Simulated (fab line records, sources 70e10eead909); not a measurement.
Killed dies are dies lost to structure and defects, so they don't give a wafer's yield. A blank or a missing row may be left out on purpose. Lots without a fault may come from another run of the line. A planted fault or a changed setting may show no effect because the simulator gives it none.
Which tool did it? | flow nand_harc | 6 lots, 18 wafers sampled, at 4 steps of a route of 1302

WHAT THE GAUGES READ, wafer by wafer
NHARC_THIN_TSV_CD_MEAS_33: target cd 5000 nm.
lot  | measured     | on        | cd_nm (nm)
L565 | day 24 00:11 | cd_sem-01 | 5002.4 5000.3 5001.7
L568 | day 24 13:55 | cd_sem-02 | 4999.0 4999.0 5000.3
L572 | day 26 17:46 | cd_sem-02 | 5000.6 5003.4 5004.4
L579 | day 30 05:22 | cd_sem-02 | 5005.1 5001.5 5003.9
L584 | day 31 10:38 | cd_sem-02 | 4996.8 4999.3 5002.6
L586 | day 32 08:52 | cd_sem-02 | 4994.2 4997.6 4999.7

WHICH TOOL RAN EACH LOT (tool, then ch and the chambers of the sampled wafers, then the start)
lot  | NHARC_P_BONDPAD_PVD_27       | NHARC_THIN_TSV_ETCHBACK_48         | NHARC_THIN_TSV_STRIP_62
L565 | pvd_sputter-03, day 6 20:27  | rie_diel-05 ch 0,1, day 23 20:32   | plasma_asher-02 ch 0,1, day 23 20:54
L568 | pvd_sputter-02, day 7 19:58  | rie_diel-05 ch 1,3, day 24 10:02   | plasma_asher-02 ch 0,1, day 24 10:22
L572 | pvd_sputter-03, day 9 10:13  | rie_diel-12 ch 0,2,3, day 26 13:01 | plasma_asher-02 ch 0,1, day 26 13:22
L579 | pvd_sputter-03, day 12 14:47 | rie_diel-12 ch 0,3, day 30 01:44   | plasma_asher-02 ch 0,1, day 30 02:08
L584 | pvd_sputter-01, day 14 09:55 | rie_diel-04 ch 0,1,3, day 31 06:57 | plasma_asher-02 ch 0,1, day 31 07:18
L586 | pvd_sputter-01, day 15 05:17 | rie_diel-05 ch 0,1,2, day 32 05:13 | plasma_asher-02 ch 0,1, day 32 05:34
- NHARC_P_BONDPAD_PVD_27: deposits Cu, target thk 30 nm, time 20.49 s.
- NHARC_THIN_TSV_ETCHBACK_48: etches the open film in C4F8/Ar, target depth 1028.5 nm, time 405.17 s.
- NHARC_THIN_TSV_STRIP_62: strips in N2/H2, time 20 s.

THE ANSWER, worked out from the rows above alone
Rule: what is usual is taken from the lots themselves. Put in order of their means at a reading, lots are off if they are a third of the lots or fewer, leave a main group of 4 or more, and stand apart from it by a gap of 3 or more times the standard deviation of the main group's means; of several such gaps the widest counts. A main group whose means are all the same, to the digits that the tables above print for the reading, isn't used. A lot without any number at a reading at which 4 lots or more have one is off too. The other lots that the step has rows for count as sound.
No lot is off at any reading shown: from this, nothing can be told.

WHAT THE SIMULATOR HAD PUT IN
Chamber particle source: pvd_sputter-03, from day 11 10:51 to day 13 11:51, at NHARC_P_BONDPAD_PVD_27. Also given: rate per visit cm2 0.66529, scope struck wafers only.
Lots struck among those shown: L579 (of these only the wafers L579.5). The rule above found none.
